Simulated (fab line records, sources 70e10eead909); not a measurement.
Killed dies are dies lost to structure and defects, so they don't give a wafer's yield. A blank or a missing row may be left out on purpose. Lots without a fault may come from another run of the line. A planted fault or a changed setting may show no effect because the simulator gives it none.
Chamber matching | flow nand_harc | NHARC_P_GATE_STRIP_108 on rie_diel-08: 4 sister chambers
The step strips in O2. 14 wafers are shown with their chamber, then 7 later ones without.

WAFERS WITH THEIR CHAMBER
wafer  | chamber | showerhead_plenum_p_Torr (Torr) | drypump_motor_current_A (A) | oes_product_au (a.u.)
L074.2 | 0       | 3.36                            | 5.9                         | 1.010
L074.3 | 1       | 3.35                            | 6.5                         | 0.974
L074.5 | 0       | 3.36                            | 5.9                         | 1.011
L079.4 | 2       | 3.31                            | 6.1                         | 0.992
L079.5 | 0       | 3.35                            | 5.9                         | 1.016
L079.6 | 3       | 3.51                            | 6.0                         | 0.996
L088.1 | 0       | 3.35                            | 5.8                         | 1.003
L088.4 | 2       | 3.30                            | 6.1                         | 1.010
L088.5 | 0       | 3.35                            | 5.9                         | 1.000
L089.3 | 1       | 3.34                            | 6.5                         | 0.982
L089.4 | 0       | 3.34                            | 5.9                         | 1.016
L089.5 | 3       | 3.49                            | 6.1                         | 1.008
L090.1 | 0       | 3.34                            | 5.8                         | 0.995
L090.3 | 2       | 3.30                            | 6.1                         | 1.004

SIGNATURES (means of the wafers above)
reading                  | chamber 0 | chamber 1 | chamber 2 | chamber 3 | scatter within a chamber
showerhead_plenum_p_Torr | 3.3500    | 3.3450    | 3.3033    | 3.5000    | 0.00847
drypump_motor_current_A  | 5.871     | 6.500     | 6.100     | 6.050     | 0.0439
oes_product_au           | 1.00729   | 0.97800   | 1.00200   | 1.00200   | 0.00817
Rule: a wafer's distance from a chamber is the root of the sum, over the readings, of the square of ((its reading less the chamber's mean) divided by the reading's scatter). The wafer belongs to the nearest chamber; if the next one is less than 2 further off, it can't be placed. The scatter: the root of (the sum of the squares of (reading less its chamber's mean) over the shown wafers, divided by (wafers less chambers)).

WAFERS WITHOUT THEIR CHAMBER
wafer  | showerhead_plenum_p_Torr (Torr) | drypump_motor_current_A (A) | oes_product_au (a.u.)
L090.5 | 3.30                            | 6.1                         | 1.000
L093.3 | 3.49                            | 6.0                         | 1.003
L093.4 | 3.29                            | 6.1                         | 1.009
L093.6 | 3.49                            | 6.0                         | 1.008
L092.1 | 3.29                            | 6.1                         | 1.009
L092.2 | 3.34                            | 6.5                         | 0.999
L092.6 | 3.34                            | 5.8                         | 1.006

WHICH CHAMBER EACH WENT THROUGH
wafer  | from the rows above | in truth
L090.5 | 2                   | 2
L093.3 | 3                   | 3
L093.4 | 2                   | 2
L093.6 | 3                   | 3
L092.1 | 2                   | 2
L092.2 | 1                   | 1
L092.6 | 0                   | 0
Placed correctly: 7 of 7. Can't be placed from these rows: 0. Placed wrongly: 0.
